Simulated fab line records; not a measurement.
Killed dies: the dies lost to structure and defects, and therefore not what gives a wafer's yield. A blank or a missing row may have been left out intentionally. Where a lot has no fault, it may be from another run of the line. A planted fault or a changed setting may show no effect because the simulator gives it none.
Chamber matching    flow n5Finfet    N5_MOL_CONTACT_COAG_ALD_20 on aldMetal-02: 4 sister chambers
The step deposits TiN, target thk 1.5 nm, pulse time 1 s, purge time 3 s. 4 wafers are shown with their chamber, then 12 later ones without.

EACH WAFER AND ITS CHAMBER
wafer   chamber  heaterPowerW (W)
L085.5  3        688
L091.1  1        944
L091.2  2        1058
L091.3  0        864

WAFERS WITH NO CHAMBER GIVEN
wafer   heaterPowerW (W)
L092.3  963
L092.5  973
L092.6  865
L094.1  1025
L094.4  681
L094.6  1020
L095.1  1010
L095.3  877
L095.4  684
L097.1  874
L097.5  658
L097.6  859

EACH ONE'S CHAMBER
wafer   from the rows above      in truth
L092.3  1                        1
L092.5  1                        1
L092.6  0                        0
L094.1  can't be placed: 2 or 1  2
L094.4  3                        3
L094.6  can't be placed: 2 or 1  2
L095.1  can't be placed: 2 or 1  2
L095.3  0                        0
L095.4  3                        3
L097.1  0                        0
L097.5  3                        3
L097.6  0                        0
9 of 12 placed correctly. Can't be placed from these rows: 3 (the true chamber is among the candidates in 3). Placed wrongly: 0.
How it was worked out, from the rows above alone: a wafer's distance from a chamber is the root of the sum, over the readings, of the square of ((its reading less the chamber's mean) divided by the reading's scatter). The wafer belongs to the nearest chamber; if the next one is less than 2 further off, it can't be placed. For every chamber, the mean is computed from those of its wafers that are shown. The scatter: with one shown wafer a chamber, the root of the mean of the squares of how far each hidden wafer lies from its nearest shown one.
